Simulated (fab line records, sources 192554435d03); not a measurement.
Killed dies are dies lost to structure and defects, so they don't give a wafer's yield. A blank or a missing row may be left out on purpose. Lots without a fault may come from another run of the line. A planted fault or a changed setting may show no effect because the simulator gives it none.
A struck lot beside a sound one | flow n5_finfet | 37 steps out of a route of 1938
Sound: wafers L100.1, L100.4, L100.5. Struck: wafer L110.6. (L110.4, L110.5 of the same lot were not struck and are left out.) The cause comes at the end.
At each step with rows: each side's tool, then ch and its chambers, then its first start. Under that, the readings that differ: sound wafers | struck wafers | difference of the means | sigmas: that difference in standard deviations of wafers without a fault.
alike: readings whose means differ by less than 2 such deviations, and words and numbers that are the same on both sides. not compared: withheld readings, readings that some wafer has no value for, bounds like >300 that may hide the same value, and numbers for which the record gives no deviation and whose values overlap.
The two part at a step that has a row with sigmas, a row that says differs or no value, or rows on one side only. Numbers that don't overlap but have no deviation are shown without sigmas and don't part them. A reading that every wafer of one side lacks parts them only if that side has two wafers or more.

first, 9 steps without rows for these wafers: N5_BEOL_M9_DESCUM_33 (chemistry O2, time 7 s); N5_BEOL_M9_ETCH_76 (etches underlayer in N2/H2, target depth 6.5 nm, time 5.2 s); N5_BEOL_M9_ETCH_65 (etches SiARC in CF4, target depth 15.6 nm, time 26 s); N5_BEOL_M9_ETCH_66 (etches SOC in N2/H2, target depth 80 nm, overetch 16 nm, time 120 s); N5_BEOL_M9_STRIP_69 (strips in N2/H2); N5_BEOL_M9_STRIP_77 (strips in N2/H2); N5_BEOL_M9_VIA_ETCH_34 (etches SiCOH lowk in C4F6/O2, target depth 182.4 nm, time 68.4 s); N5_BEOL_M9_STRIP_73 (strips in C4F6/O2); N5_BEOL_M9_STRIP_36 (strips in N2/H2).
N5_BEOL_M9_TRENCH_ETCH_37: etches SiCOH lowk in C4F6/O2, target depth 151.43 nm, time 49 s.
  sound on rie_diel-06 ch 1,3, day 11 16:59; struck on rie_diel-06 ch 3, day 13 21:20
  reading                             | sound             | struck | difference | sigmas
  bias_w (W)                          | 185.7 185.1 185.5 | 148.5  | -36.9      | -74
  rf_vpp_V (V)                        | 663 685 684       | 575    | -102       | -11
  model.BEOL_M9.feature_depth_nm (nm) | 153.6 148.8 147.8 | 138.8  | -11.3      |
  model.etch.depth_nm (nm)            | 153.7 148.8 147.9 | 138.9  | -11.2      |
  alike: drypump_motor_current_A, mfc_ar_sccm, oes_ar_750_au, oes_product_au, showerhead_plenum_p_Torr, throttle_valve_pct
  not compared: rf_hours_counter_h
then, 2 steps without rows for these wafers: N5_BEOL_M9_ETCH_41 (etches SiCN in CH3F/O2, target depth 36.6 nm, time 70.1 s); N5_BEOL_M9_STRIP_80 (strips in N2/H2, time 10 s).
N5_BEOL_M9_OCD_MEAS_38:
  sound on ocd-02, day 11 17:10; struck on ocd-02, day 13 21:31
  reading              | sound       | struck | difference | sigmas
  trench_depth_nm (nm) | 154 149 148 | 138    | -12        | -4
then, 13 steps without rows for these wafers: N5_BEOL_M9_HM_STRIP_39 (strips TiN in peroxide tin strip, target depth 25 nm, time 158 s); N5_BEOL_M9_SRD_40 (time 30 s); N5_BEOL_M9_PRECLEAN_42 (cleans in residue remover, time 60 s); N5_BEOL_M9_SRD_43 (time 30 s); N5_BEOL_M9_CURE_72 (cures SiCOH lowk, time 120 s); N5_BEOL_M9_DEGAS_44 (time 60 s); N5_BEOL_M9_PRE_CLEAN_45 (time 30 s); N5_BEOL_M9_ALD_74 (deposits TaN, target thk 2 nm, pulse time 2 s, purge time 3 s); N5_BEOL_M9_SURFACE_TREAT_79; N5_BEOL_M9_CVD_78 (deposits Co from CCTBA/H2, target thk 2 nm, time 138.9 s); N5_BEOL_M9_SPUTTER_48 (material Cu, target thk 12 nm, time 2 s); N5_BEOL_M9_ECD_50 (material Cu, target thk 318 nm); N5_BEOL_M9_ANNEAL_51 (time 90 s).
N5_BEOL_M9_CMP_52: polishes, stops on SiCOH lowk, t overpolish 7 s, target thk 140 nm.
  sound on cmp-01 ch 0,2,3, day 11 20:25; struck on cmp-01 ch 2, day 13 23:30
  reading                                | sound         | struck | difference | sigmas
  model.Cu_of_BEOL_M9_ECD_50.thk_nm (nm) | 140.6 137 136 | 128    | -10        |
  alike: barrier_field_endpoint_s, edge_zone_pressure_frac, motor_current_A, overpolish_run_s, time_to_endpoint_s
N5_BEOL_M9_THK_MEAS_53: measures by xrf.
  sound on film_metro-01, day 11 20:38; struck on film_metro-01, day 13 23:41
  reading     | sound       | struck | difference | sigmas
  M9_THK (nm) | 142 139 138 | 128    | -12        | -4
then, 2 steps without rows for these wafers: N5_BEOL_M9_PRE_CLEAN_55 (time 15 s); N5_BEOL_M9_DEP_56 (deposits SiCN from 3MS/NH3, target thk 15 nm, time 26.5 s).
N5_BEOL_M9_RS_MEAS_57: measures by four-point-probe.
  sound on film_metro-01, day 11 20:46; struck on film_metro-01, day 13 23:49
  reading        | sound             | struck | difference | sigmas
  M9_RS (ohm/sq) | 0.150 0.155 0.156 | 0.166  | +0.012     | +3
then, 5 steps without rows for these wafers: N5_BEOL_M10_ILD_DEP_00 (deposits SiCOH lowk from DEMS/porogen, target thk 308.51 nm, time 58 s); N5_BEOL_M10_CURE_71 (cures SiCOH lowk, time 240 s); N5_BEOL_M10_PECVD_70 (deposits SiO2 from TEOS/O2, target thk 20 nm, time 22.7 s); N5_BEOL_M10_HM_DEP_02 (deposits TiN, target thk 20 nm); N5_BEOL_M10_COAT_59 (time 60 s, resist thk 100 nm).
N5_BEOL_M15_RC_MEAS_101:
  sound on prober-01 ch 0, day 13 15:19; struck on prober-02 ch 0, day 15 18:38
  reading                   | sound          | struck | difference | sigmas
  SERP_M9 (ohm/um)          | 3.06 3.19 3.17 | 3.38   | +0.24      | +3
  SERP_M9_max_site (ohm/um) | 3.21 3.24 3.29 | 3.48   | +0.23      | +3
  alike: COMB_M10, COMB_M11, COMB_M12, COMB_M13, COMB_M14, COMB_M14_max_site, COMB_M15, COMB_M5, COMB_M6, COMB_M7, COMB_M8, COMB_M9, SERP_M10, SERP_M11, SERP_M12, SERP_M13, SERP_M14, SERP_M5, SERP_M6, SERP_M7, SERP_M7_max_site, SERP_M8, SERP_M8_max_site

WHERE THEY PART
First at N5_BEOL_M9_TRENCH_ETCH_37; last, within this record, at N5_BEOL_M15_RC_MEAS_101.

WHY: what the simulator had put in
Process parameter drift: rie_diel-06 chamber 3, from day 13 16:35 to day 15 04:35, at N5_BEOL_M9_TRENCH_ETCH_37. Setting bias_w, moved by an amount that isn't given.
